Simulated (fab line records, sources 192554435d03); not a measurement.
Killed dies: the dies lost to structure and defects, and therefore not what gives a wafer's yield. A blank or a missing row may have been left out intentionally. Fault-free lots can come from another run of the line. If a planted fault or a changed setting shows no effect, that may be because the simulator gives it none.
Split-lot study / flow n5 finfet / route with 1938 steps; 7 lots, 39 wafers read

== THE SPLIT ==
At N5_DUMMY_GATE_ETCH_37 (etches SOC in N2/H2, target depth 60 nm, overetch 30 nm), the setting source w was moved away from the recipe's 840 W on 15 of the 39 wafers read, by -17.0% to +17.9%. The other wafers ran this setting at the recipe's value.

The reading is taken at the split's own step.

== THE READING ==
rf vpp V, in V, at N5_DUMMY_GATE_ETCH_37 (etches SOC in N2/H2, target depth 60 nm, overetch 30 nm). On this fab line, fault-free wafers typically give 523.2 V with a standard deviation of 2.6 V.

wafer=L076.1; tool, chamber at the split=rie diel-04, 2; source w as run, W=840; against the recipe=recipe; rf vpp V, V=524.3; against lot-mates on the recipe=-
wafer=L076.2; tool, chamber at the split=rie diel-04, 3; source w as run, W=931.7; against the recipe=+10.9%; rf vpp V, V=504.8; against lot-mates on the recipe=-17.2
wafer=L076.3; tool, chamber at the split=rie diel-04, 0; source w as run, W=840; against the recipe=recipe; rf vpp V, V=521.1; against lot-mates on the recipe=-
wafer=L076.4; tool, chamber at the split=rie diel-04, 1; source w as run, W=931.7; against the recipe=+10.9%; rf vpp V, V=501.9; against lot-mates on the recipe=-20.1
wafer=L076.5; tool, chamber at the split=rie diel-04, 0; source w as run, W=840; against the recipe=recipe; rf vpp V, V=520.7; against lot-mates on the recipe=-
wafer=L076.6; tool, chamber at the split=rie diel-04, 1; source w as run, W=931.7; against the recipe=+10.9%; rf vpp V, V=502.3; against lot-mates on the recipe=-19.7
wafer=L077.1; tool, chamber at the split=rie diel-04, 1; source w as run, W=840; against the recipe=recipe; rf vpp V, V=521.8; against lot-mates on the recipe=-
wafer=L077.2; tool, chamber at the split=rie diel-04, 3; source w as run, W=840; against the recipe=recipe; rf vpp V, V=521.0; against lot-mates on the recipe=-
wafer=L077.3; tool, chamber at the split=rie diel-04, 2; source w as run, W=840; against the recipe=recipe; rf vpp V, V=523.1; against lot-mates on the recipe=-
wafer=L077.4; tool, chamber at the split=rie diel-04, 0; source w as run, W=765.5; against the recipe=-8.9%; rf vpp V, V=538.3; against lot-mates on the recipe=+16.3
wafer=L077.5; tool, chamber at the split=rie diel-04, 3; source w as run, W=765.5; against the recipe=-8.9%; rf vpp V, V=539.2; against lot-mates on the recipe=+17.2
wafer=L077.6; tool, chamber at the split=rie diel-04, 0; source w as run, W=765.5; against the recipe=-8.9%; rf vpp V, V=538.1; against lot-mates on the recipe=+16.1
wafer=L087.1; tool, chamber at the split=rie diel-04, 0; source w as run, W=840; against the recipe=recipe; rf vpp V, V=521.6; against lot-mates on the recipe=-
wafer=L087.2; tool, chamber at the split=rie diel-04, 1; source w as run, W=926.2; against the recipe=+10.3%; rf vpp V, V=504.5; against lot-mates on the recipe=-17.4
wafer=L087.3; tool, chamber at the split=rie diel-04, 3; source w as run, W=840; against the recipe=recipe; rf vpp V, V=521.4; against lot-mates on the recipe=-
wafer=L087.4; tool, chamber at the split=rie diel-04, 2; source w as run, W=840; against the recipe=recipe; rf vpp V, V=522.8; against lot-mates on the recipe=-
wafer=L087.5; tool, chamber at the split=rie diel-04, 2; source w as run, W=926.2; against the recipe=+10.3%; rf vpp V, V=507.7; against lot-mates on the recipe=-14.2
wafer=L087.6; tool, chamber at the split=rie diel-04, 3; source w as run, W=926.2; against the recipe=+10.3%; rf vpp V, V=504.5; against lot-mates on the recipe=-17.4
wafer=L088.1; tool, chamber at the split=rie diel-04, 2; source w as run, W=840; against the recipe=recipe; rf vpp V, V=522.9; against lot-mates on the recipe=-
wafer=L088.2; tool, chamber at the split=rie diel-04, 3; source w as run, W=840; against the recipe=recipe; rf vpp V, V=519.5; against lot-mates on the recipe=-
wafer=L088.3; tool, chamber at the split=rie diel-04, 1; source w as run, W=840; against the recipe=recipe; rf vpp V, V=521.5; against lot-mates on the recipe=-
wafer=L088.4; tool, chamber at the split=rie diel-04, 0; source w as run, W=840; against the recipe=recipe; rf vpp V, V=520.7; against lot-mates on the recipe=-
wafer=L088.5; tool, chamber at the split=rie diel-04, 0; source w as run, W=840; against the recipe=recipe; rf vpp V, V=519.6; against lot-mates on the recipe=-
wafer=L088.6; tool, chamber at the split=rie diel-04, 1; source w as run, W=840; against the recipe=recipe; rf vpp V, V=520.7; against lot-mates on the recipe=-
wafer=L090.1; tool, chamber at the split=rie diel-03, 0; source w as run, W=840; against the recipe=recipe; rf vpp V, V=522.9; against lot-mates on the recipe=-
wafer=L090.2; tool, chamber at the split=rie diel-03, 1; source w as run, W=697.2; against the recipe=-17.0%; rf vpp V, V=560.8; against lot-mates on the recipe=+36.3
wafer=L090.3; tool, chamber at the split=rie diel-03, 3; source w as run, W=840; against the recipe=recipe; rf vpp V, V=522.5; against lot-mates on the recipe=-
wafer=L090.4; tool, chamber at the split=rie diel-03, 2; source w as run, W=697.2; against the recipe=-17.0%; rf vpp V, V=559.7; against lot-mates on the recipe=+35.2
wafer=L090.5; tool, chamber at the split=rie diel-03, 1; source w as run, W=840; against the recipe=recipe; rf vpp V, V=528.0; against lot-mates on the recipe=-
wafer=L090.6; tool, chamber at the split=rie diel-03, 2; source w as run, W=697.2; against the recipe=-17.0%; rf vpp V, V=559.7; against lot-mates on the recipe=+35.2
wafer=L094.1; tool, chamber at the split=rie diel-05, 2; source w as run, W=840; against the recipe=recipe; rf vpp V, V=526.5; against lot-mates on the recipe=-
wafer=L094.2; tool, chamber at the split=rie diel-05, 0; source w as run, W=990.5; against the recipe=+17.9%; rf vpp V, V=496.3; against lot-mates on the recipe=-27.0
wafer=L094.3; tool, chamber at the split=rie diel-05, 3; source w as run, W=990.5; against the recipe=+17.9%; rf vpp V, V=495.2; against lot-mates on the recipe=-28.1
wafer=L094.4; tool, chamber at the split=rie diel-05, 1; source w as run, W=840; against the recipe=recipe; rf vpp V, V=519.9; against lot-mates on the recipe=-
wafer=L094.5; tool, chamber at the split=rie diel-05, 2; source w as run, W=990.5; against the recipe=+17.9%; rf vpp V, V=497.5; against lot-mates on the recipe=-25.8
wafer=L094.6; tool, chamber at the split=rie diel-05, 3; source w as run, W=840; against the recipe=recipe; rf vpp V, V=523.6; against lot-mates on the recipe=-
wafer=L096.3; tool, chamber at the split=rie diel-04, 1; source w as run, W=840; against the recipe=recipe; rf vpp V, V=519.6; against lot-mates on the recipe=-
wafer=L096.4; tool, chamber at the split=rie diel-04, 2; source w as run, W=840; against the recipe=recipe; rf vpp V, V=522.8; against lot-mates on the recipe=-
wafer=L096.6; tool, chamber at the split=rie diel-04, 2; source w as run, W=840; against the recipe=recipe; rf vpp V, V=523.0; against lot-mates on the recipe=-

THE FIT
A straight line over all 39 wafers: rf vpp V changes by -1.81 V for each +1% of source w; r = -0.98; the points scatter about the line by 3.1 V.
The same after taking each lot's own level away (the mean of its wafers on the recipe; 39 wafers): -1.78 V for each +1%; r = -0.99; scatter 2.4 V.
That fit puts the effect of the largest move of source w on the reading at 32 V.
The lots' own levels span 520.82 to 524.47 V, that is 1.4 times the standard deviation above.
Hence the lot-to-lot level has little effect on the slope; both slopes agree.
Check: with one of the wafers moved furthest among these (+17.9%) left out of the fit, the line predicts -31.4 V for it against its lot-mates. Against them it came out at -27 V.
Tool readings at the split's step, against how far the setting was moved: rf vpp V r = -0.98.

== THE OTHER SPLITS THESE WAFERS WENT THROUGH ==
These wafers also went through other splits before the reading. Each is held against what the fit with the lots' levels taken away leaves over:
other split on the same wafers=N5_FIN_SAQP_FIN_ETCH_36 icp w; wafers away from the commonest value=18; r with rf vpp V (lot level and that fit taken away)=+0.05

== THE FILE'S OWN FIT ==
rf vpp V changes by -1.76 V for each +1% of source w, r = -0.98.
